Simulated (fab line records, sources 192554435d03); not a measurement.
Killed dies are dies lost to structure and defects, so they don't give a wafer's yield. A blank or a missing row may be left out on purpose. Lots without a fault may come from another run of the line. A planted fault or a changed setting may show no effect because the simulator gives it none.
Chamber matching | flow n5_finfet | N5_BEOL_M15_STRIP_36 on rie_diel-05: 4 sister chambers
The step strips in O2. 8 wafers are shown with their chamber, then 11 later ones without.

WAFERS WITH THEIR CHAMBER
wafer  | chamber | drypump_motor_current_A (A) | throttle_valve_pct (%)
L075.2 | 2       | 5.70                        | 16.34
L076.5 | 2       | 5.71                        | 16.34
L083.1 | 3       | 5.32                        | 16.79
L083.6 | 1       | 5.43                        | 16.33
L086.3 | 1       | 5.45                        | 16.34
L086.4 | 3       | 5.31                        | 16.80
L086.5 | 0       | 5.01                        | 16.52
L088.3 | 0       | 5.00                        | 16.55

WAFERS WITHOUT THEIR CHAMBER
wafer  | drypump_motor_current_A (A) | throttle_valve_pct (%)
L088.5 | 5.46                        | 16.34
L088.6 | 5.03                        | 16.56
L092.1 | 5.03                        | 16.53
L092.2 | 5.45                        | 16.35
L092.3 | 5.30                        | 16.80
L092.4 | 5.70                        | 16.36
L092.5 | 5.04                        | 16.54
L092.6 | 5.48                        | 16.36
L094.1 | 5.68                        | 16.38
L094.4 | 5.02                        | 16.57
L094.5 | 5.03                        | 16.57

WHICH CHAMBER EACH WENT THROUGH
wafer  | from the rows above | in truth
L088.5 | 1                   | 1
L088.6 | 0                   | 0
L092.1 | 0                   | 0
L092.2 | 1                   | 1
L092.3 | 3                   | 3
L092.4 | 2                   | 2
L092.5 | 0                   | 0
L092.6 | 1                   | 1
L094.1 | 2                   | 2
L094.4 | 0                   | 0
L094.5 | 0                   | 0
Placed correctly: 11 of 11. Can't be placed from these rows: 0. Placed wrongly: 0.
How it was worked out, from the rows above alone: a wafer's distance from a chamber is the root of the sum, over the readings, of the square of ((its reading less the chamber's mean) divided by the reading's scatter). The wafer belongs to the nearest chamber; if the next one is less than 2 further off, it can't be placed. A chamber's mean is the mean of its shown wafers. The scatter: the root of (the sum of the squares of (reading less its chamber's mean) over the shown wafers, divided by (wafers less chambers)).
